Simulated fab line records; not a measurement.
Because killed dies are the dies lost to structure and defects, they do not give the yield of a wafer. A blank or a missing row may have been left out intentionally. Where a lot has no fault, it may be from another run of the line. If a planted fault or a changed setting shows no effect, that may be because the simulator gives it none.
Which tool did it? / flow n5-finfet / 12 lots, 36 wafers sampled, at 5 steps of a route of 1938

WHAT THE GAUGES SHOWED, per wafer
No reading from a measuring or inspecting step in the record can be judged against a usual standard deviation.

EACH LOT AND THE TOOL THAT RAN IT (in order: tool; ch and the chambers of the sampled wafers; start)
lot=L766; N5_BEOL_M5_SPUTTER_48=pvd-sputter-03, day 8 06:46; N5_BEOL_M5_ANNEAL_82=pvd-sputter-03, day 8 07:55; N5_BEOL_M5_ANNEAL_84=pvd-sputter-03, day 8 09:01; N5_BEOL_M5_SPUTTER_90=pvd-sputter-03, day 8 11:06; N5_PASSIVATION_PROBE_49=prober-02, day 12 02:49
lot=L768; N5_BEOL_M5_SPUTTER_48=pvd-sputter-03, day 8 12:24; N5_BEOL_M5_ANNEAL_82=pvd-sputter-03, day 8 13:34; N5_BEOL_M5_ANNEAL_84=pvd-sputter-03, day 8 14:40; N5_BEOL_M5_SPUTTER_90=pvd-sputter-03, day 8 16:45; N5_PASSIVATION_PROBE_49=prober-01, day 12 06:31
lot=L770; N5_BEOL_M5_SPUTTER_48=pvd-sputter-03, day 9 04:28; N5_BEOL_M5_ANNEAL_82=pvd-sputter-03, day 9 05:38; N5_BEOL_M5_ANNEAL_84=pvd-sputter-03, day 9 06:43; N5_BEOL_M5_SPUTTER_90=pvd-sputter-03, day 9 08:49; N5_PASSIVATION_PROBE_49=prober-02, day 13 10:35
lot=L772; N5_BEOL_M5_SPUTTER_48=pvd-sputter-02, day 9 10:41; N5_BEOL_M5_ANNEAL_82=pvd-sputter-02, day 9 11:51; N5_BEOL_M5_ANNEAL_84=pvd-sputter-02, day 9 12:56; N5_BEOL_M5_SPUTTER_90=pvd-sputter-02, day 9 15:02; N5_PASSIVATION_PROBE_49=prober-01, day 13 21:11
lot=L779; N5_BEOL_M5_SPUTTER_48=pvd-sputter-01, day 11 15:15; N5_BEOL_M5_ANNEAL_82=pvd-sputter-01, day 11 16:25; N5_BEOL_M5_ANNEAL_84=pvd-sputter-01, day 11 17:30; N5_BEOL_M5_SPUTTER_90=pvd-sputter-01, day 11 19:35; N5_PASSIVATION_PROBE_49=prober-01, day 15 12:24
lot=L781; N5_BEOL_M5_SPUTTER_48=pvd-sputter-02, day 11 16:04; N5_BEOL_M5_ANNEAL_82=pvd-sputter-02, day 11 17:14; N5_BEOL_M5_ANNEAL_84=pvd-sputter-02, day 11 18:19; N5_BEOL_M5_SPUTTER_90=pvd-sputter-02, day 11 20:25; N5_PASSIVATION_PROBE_49=prober-01, day 15 22:50
lot=L780; N5_BEOL_M5_SPUTTER_48=pvd-sputter-01, day 12 14:34; N5_BEOL_M5_ANNEAL_82=pvd-sputter-01, day 12 15:44; N5_BEOL_M5_ANNEAL_84=pvd-sputter-01, day 12 16:50; N5_BEOL_M5_SPUTTER_90=pvd-sputter-01, day 12 18:55; N5_PASSIVATION_PROBE_49=prober-01, day 16 09:23
lot=L784; N5_BEOL_M5_SPUTTER_48=pvd-sputter-01, day 13 00:02; N5_BEOL_M5_ANNEAL_82=pvd-sputter-01, day 13 01:12; N5_BEOL_M5_ANNEAL_84=pvd-sputter-01, day 13 02:17; N5_BEOL_M5_SPUTTER_90=pvd-sputter-01, day 13 04:23; N5_PASSIVATION_PROBE_49=prober-02, day 16 18:54
lot=L783; N5_BEOL_M5_SPUTTER_48=pvd-sputter-02, day 13 00:40; N5_BEOL_M5_ANNEAL_82=pvd-sputter-02, day 13 01:50; N5_BEOL_M5_ANNEAL_84=pvd-sputter-02, day 13 02:55; N5_BEOL_M5_SPUTTER_90=pvd-sputter-02, day 13 05:01; N5_PASSIVATION_PROBE_49=prober-01, day 16 21:34
lot=L786; N5_BEOL_M5_SPUTTER_48=pvd-sputter-02, day 13 20:08; N5_BEOL_M5_ANNEAL_82=pvd-sputter-02, day 13 21:17; N5_BEOL_M5_ANNEAL_84=pvd-sputter-02, day 13 22:23; N5_BEOL_M5_SPUTTER_90=pvd-sputter-02, day 14 00:28; N5_PASSIVATION_PROBE_49=prober-02, day 18 01:38
lot=L789; N5_BEOL_M5_SPUTTER_48=pvd-sputter-01, day 14 05:38; N5_BEOL_M5_ANNEAL_82=pvd-sputter-01, day 14 06:47; N5_BEOL_M5_ANNEAL_84=pvd-sputter-01, day 14 07:53; N5_BEOL_M5_SPUTTER_90=pvd-sputter-01, day 14 10:09; N5_PASSIVATION_PROBE_49=prober-02, day 18 02:57
lot=L787; N5_BEOL_M5_SPUTTER_48=pvd-sputter-02, day 14 05:50; N5_BEOL_M5_ANNEAL_82=pvd-sputter-02, day 14 07:00; N5_BEOL_M5_ANNEAL_84=pvd-sputter-02, day 14 08:05; N5_BEOL_M5_SPUTTER_90=pvd-sputter-02, day 14 10:11; N5_PASSIVATION_PROBE_49=prober-01, day 18 03:04
- N5_BEOL_M5_SPUTTER_48: material Cu, target thk 15 nm, time 27.62 s.
- N5_BEOL_M5_ANNEAL_82: time 1800 s.
- N5_BEOL_M5_ANNEAL_84: time 1800 s.
- N5_BEOL_M5_SPUTTER_90: material Cu, target thk 4.5 nm, time 8.29 s.
- N5_PASSIVATION_PROBE_49

WHAT THE TOOLS THEMSELVES READ (means of the sampled wafers that have a number; where no wafer has one, the mark that the record gives instead)
N5_BEOL_M5_SPUTTER_48.
lot=L766; tool=pvd-sputter-03; chamber-pressure-pa (Pa)=0.06999; chuck-gas-flow-sccm (sccm)=1.27; throttle-valve-pct (%)=30.8
lot=L768; tool=pvd-sputter-03; chamber-pressure-pa (Pa)=0.06990; chuck-gas-flow-sccm (sccm)=1.26; throttle-valve-pct (%)=30.9
lot=L770; tool=pvd-sputter-03; chamber-pressure-pa (Pa)=0.07003; chuck-gas-flow-sccm (sccm)=1.29; throttle-valve-pct (%)=30.7
lot=L772; tool=pvd-sputter-02; chamber-pressure-pa (Pa)=0.06987; chuck-gas-flow-sccm (sccm)=1.28; throttle-valve-pct (%)=28.9
lot=L779; tool=pvd-sputter-01; chamber-pressure-pa (Pa)=0.07016; chuck-gas-flow-sccm (sccm)=1.25; throttle-valve-pct (%)=30.0
lot=L781; tool=pvd-sputter-02; chamber-pressure-pa (Pa)=0.06994; chuck-gas-flow-sccm (sccm)=1.27; throttle-valve-pct (%)=29.2
lot=L780; tool=pvd-sputter-01; chamber-pressure-pa (Pa)=0.07001; chuck-gas-flow-sccm (sccm)=1.24; throttle-valve-pct (%)=30.5
lot=L784; tool=pvd-sputter-01; chamber-pressure-pa (Pa)=0.06994; chuck-gas-flow-sccm (sccm)=1.25; throttle-valve-pct (%)=30.2
lot=L783; tool=pvd-sputter-02; chamber-pressure-pa (Pa)=0.07013; chuck-gas-flow-sccm (sccm)=1.26; throttle-valve-pct (%)=28.7
lot=L786; tool=pvd-sputter-02; chamber-pressure-pa (Pa)=0.06993; chuck-gas-flow-sccm (sccm)=1.24; throttle-valve-pct (%)=28.2
lot=L789; tool=pvd-sputter-01; chamber-pressure-pa (Pa)=0.07001; chuck-gas-flow-sccm (sccm)=1.25; throttle-valve-pct (%)=30.2
lot=L787; tool=pvd-sputter-02; chamber-pressure-pa (Pa)=0.07002; chuck-gas-flow-sccm (sccm)=1.26; throttle-valve-pct (%)=29.9

N5_BEOL_M5_ANNEAL_82.
lot=L766; tool=pvd-sputter-03; heater-power-w (W)=834
lot=L768; tool=pvd-sputter-03; heater-power-w (W)=858
lot=L770; tool=pvd-sputter-03; heater-power-w (W)=867
lot=L772; tool=pvd-sputter-02; heater-power-w (W)=790
lot=L779; tool=pvd-sputter-01; heater-power-w (W)=794
lot=L781; tool=pvd-sputter-02; heater-power-w (W)=770
lot=L780; tool=pvd-sputter-01; heater-power-w (W)=803
lot=L784; tool=pvd-sputter-01; heater-power-w (W)=851
lot=L783; tool=pvd-sputter-02; heater-power-w (W)=764
lot=L786; tool=pvd-sputter-02; heater-power-w (W)=778
lot=L789; tool=pvd-sputter-01; heater-power-w (W)=821
lot=L787; tool=pvd-sputter-02; heater-power-w (W)=764

N5_BEOL_M5_ANNEAL_84.
lot=L766; tool=pvd-sputter-03; heater-power-w (W)=862
lot=L768; tool=pvd-sputter-03; heater-power-w (W)=863
lot=L770; tool=pvd-sputter-03; heater-power-w (W)=868
lot=L772; tool=pvd-sputter-02; heater-power-w (W)=790
lot=L779; tool=pvd-sputter-01; heater-power-w (W)=797
lot=L781; tool=pvd-sputter-02; heater-power-w (W)=750
lot=L780; tool=pvd-sputter-01; heater-power-w (W)=809
lot=L784; tool=pvd-sputter-01; heater-power-w (W)=841
lot=L783; tool=pvd-sputter-02; heater-power-w (W)=765
lot=L786; tool=pvd-sputter-02; heater-power-w (W)=764
lot=L789; tool=pvd-sputter-01; heater-power-w (W)=819
lot=L787; tool=pvd-sputter-02; heater-power-w (W)=767

N5_BEOL_M5_SPUTTER_90.
lot=L766; tool=pvd-sputter-03; chamber-pressure-pa (Pa)=0.07007; chuck-gas-flow-sccm (sccm)=1.24; throttle-valve-pct (%)=30.9
lot=L768; tool=pvd-sputter-03; chamber-pressure-pa (Pa)=0.07004; chuck-gas-flow-sccm (sccm)=1.21; throttle-valve-pct (%)=30.8
lot=L770; tool=pvd-sputter-03; chamber-pressure-pa (Pa)=0.06991; chuck-gas-flow-sccm (sccm)=1.30; throttle-valve-pct (%)=31.0
lot=L772; tool=pvd-sputter-02; chamber-pressure-pa (Pa)=0.06995; chuck-gas-flow-sccm (sccm)=1.22; throttle-valve-pct (%)=28.8
lot=L779; tool=pvd-sputter-01; chamber-pressure-pa (Pa)=-; chuck-gas-flow-sccm (sccm)=-; throttle-valve-pct (%)=-
lot=L781; tool=pvd-sputter-02; chamber-pressure-pa (Pa)=-; chuck-gas-flow-sccm (sccm)=-; throttle-valve-pct (%)=-
lot=L780; tool=pvd-sputter-01; chamber-pressure-pa (Pa)=-; chuck-gas-flow-sccm (sccm)=-; throttle-valve-pct (%)=-
lot=L784; tool=pvd-sputter-01; chamber-pressure-pa (Pa)=0.07000; chuck-gas-flow-sccm (sccm)=1.25; throttle-valve-pct (%)=30.2
lot=L783; tool=pvd-sputter-02; chamber-pressure-pa (Pa)=0.06991; chuck-gas-flow-sccm (sccm)=1.27; throttle-valve-pct (%)=28.5
lot=L786; tool=pvd-sputter-02; chamber-pressure-pa (Pa)=0.07009; chuck-gas-flow-sccm (sccm)=1.24; throttle-valve-pct (%)=28.2
lot=L789; tool=pvd-sputter-01; chamber-pressure-pa (Pa)=0.06995; chuck-gas-flow-sccm (sccm)=1.28; throttle-valve-pct (%)=30.1
lot=L787; tool=pvd-sputter-02; chamber-pressure-pa (Pa)=0.06991; chuck-gas-flow-sccm (sccm)=1.24; throttle-valve-pct (%)=30.0

N5_PASSIVATION_PROBE_49.
lot=L766; tool=prober-02; defect-limited-yield (%)=91.1; killed_at_M0_to_M3=33; killed_at_M4_up=15; killed-at-contacts=13; killed-at-front-end=39; killed-at-other=4; killed-dies=105; killed-open=66; killed-short=38; sort_bin_5_function (%)=5.6; sort_bin_6_memory (%)=2.8; sort-n-pass=1075; sort-yield-pct (%)=91.1
lot=L768; tool=prober-01; defect-limited-yield (%)=91.1; killed_at_M0_to_M3=39; killed_at_M4_up=11; killed-at-contacts=9; killed-at-front-end=40; killed-at-other=7; killed-dies=105; killed-open=70; killed-short=35; sort_bin_5_function (%)=5.1; sort_bin_6_memory (%)=3.6; sort-n-pass=1075; sort-yield-pct (%)=91.1
lot=L770; tool=prober-02; defect-limited-yield (%)=92.8; killed_at_M0_to_M3=21; killed_at_M4_up=8; killed-at-contacts=11; killed-at-front-end=35; killed-at-other=9; killed-dies=84; killed-open=59; killed-short=23; sort_bin_5_function (%)=4.1; sort_bin_6_memory (%)=2.8; sort-n-pass=1096; sort-yield-pct (%)=92.8
lot=L772; tool=prober-01; defect-limited-yield (%)=90.8; killed_at_M0_to_M3=34; killed_at_M4_up=9; killed-at-contacts=9; killed-at-front-end=54; killed-at-other=3; killed-dies=109; killed-open=73; killed-short=36; sort_bin_5_function (%)=5.3; sort_bin_6_memory (%)=3.7; sort-n-pass=1071; sort-yield-pct (%)=90.8
lot=L779; tool=prober-01; defect-limited-yield (%)=92.2; killed_at_M0_to_M3=36; killed_at_M4_up=14; killed-at-contacts=13; killed-at-front-end=29; killed-at-other=1; killed-dies=92; killed-open=61; killed-short=29; sort_bin_5_function (%)=4.9; sort_bin_6_memory (%)=2.7; sort-n-pass=1088; sort-yield-pct (%)=92.2
lot=L781; tool=prober-01; defect-limited-yield (%)=92.4; killed_at_M0_to_M3=31; killed_at_M4_up=18; killed-at-contacts=8; killed-at-front-end=32; killed-at-other=2; killed-dies=90; killed-open=56; killed-short=31; sort_bin_5_function (%)=4.6; sort_bin_6_memory (%)=2.8; sort-n-pass=1090; sort-yield-pct (%)=92.4
lot=L780; tool=prober-01; defect-limited-yield (%)=89.4; killed_at_M0_to_M3=38; killed_at_M4_up=12; killed-at-contacts=16; killed-at-front-end=50; killed-at-other=9; killed-dies=125; killed-open=78; killed-short=47; sort_bin_5_function (%)=6.4; sort_bin_6_memory (%)=3.8; sort-n-pass=1055; sort-yield-pct (%)=89.4
lot=L784; tool=prober-02; defect-limited-yield (%)=90.6; killed_at_M0_to_M3=35; killed_at_M4_up=24; killed-at-contacts=19; killed-at-front-end=32; killed-at-other=1; killed-dies=111; killed-open=79; killed-short=31; sort_bin_5_function (%)=5.3; sort_bin_6_memory (%)=3.9; sort-n-pass=1069; sort-yield-pct (%)=90.6
lot=L783; tool=prober-01; defect-limited-yield (%)=89.9; killed_at_M0_to_M3=29; killed_at_M4_up=7; killed-at-contacts=24; killed-at-front-end=57; killed-at-other=3; killed-dies=120; killed-open=78; killed-short=40; sort_bin_5_function (%)=6.0; sort_bin_6_memory (%)=3.7; sort-n-pass=1060; sort-yield-pct (%)=89.9
lot=L786; tool=prober-02; defect-limited-yield (%)=90.1; killed_at_M0_to_M3=55; killed_at_M4_up=10; killed-at-contacts=11; killed-at-front-end=33; killed-at-other=7; killed-dies=116; killed-open=78; killed-short=37; sort_bin_5_function (%)=6.3; sort_bin_6_memory (%)=3.1; sort-n-pass=1064; sort-yield-pct (%)=90.1
lot=L789; tool=prober-02; defect-limited-yield (%)=90.5; killed_at_M0_to_M3=33; killed_at_M4_up=16; killed-at-contacts=16; killed-at-front-end=46; killed-at-other=1; killed-dies=112; killed-open=75; killed-short=35; sort_bin_5_function (%)=5.3; sort_bin_6_memory (%)=3.7; sort-n-pass=1068; sort-yield-pct (%)=90.5
lot=L787; tool=prober-01; defect-limited-yield (%)=90.6; killed_at_M0_to_M3=32; killed_at_M4_up=7; killed-at-contacts=23; killed-at-front-end=43; killed-at-other=6; killed-dies=111; killed-open=77; killed-short=33; sort_bin_5_function (%)=5.9; sort_bin_6_memory (%)=3.2; sort-n-pass=1069; sort-yield-pct (%)=90.6

THE ANSWER, worked out from the rows above alone
Rule: the usual values come from the lots themselves. Put in order of their means at a reading, lots are off if they are a third of the lots or fewer, leave a main group of 4 or more, and stand apart from it by a gap of 3 or more times the standard deviation of the main group's means; of several such gaps the widest counts. Not used: any main group whose means are identical at the precision the tables above print for the reading. Also off: a lot with no number at a reading for which 4 or more lots have one. Any other lot the step has rows for is counted as sound. Order of review: gauges by route order, followed by the tools' own readings, for which a lot's mean as printed above is used. The first step at which some lot is off is used, and at that step the reading that is off furthest; a lot without a number counts as furthest.
Off: L779, L781, L780 (N5_BEOL_M5_SPUTTER_90, chamber-pressure-pa). Without a number there: L779, L781, L780. The main group: mean 0.06998 Pa, standard deviation 6.7e-05.
If a tool, at that step or one of the process steps before it, ran each lot that is off and ran no sound lot following the first of them, it fits. Of those tried, none fits.

WHAT WAS PUT IN BY THE SIMULATOR
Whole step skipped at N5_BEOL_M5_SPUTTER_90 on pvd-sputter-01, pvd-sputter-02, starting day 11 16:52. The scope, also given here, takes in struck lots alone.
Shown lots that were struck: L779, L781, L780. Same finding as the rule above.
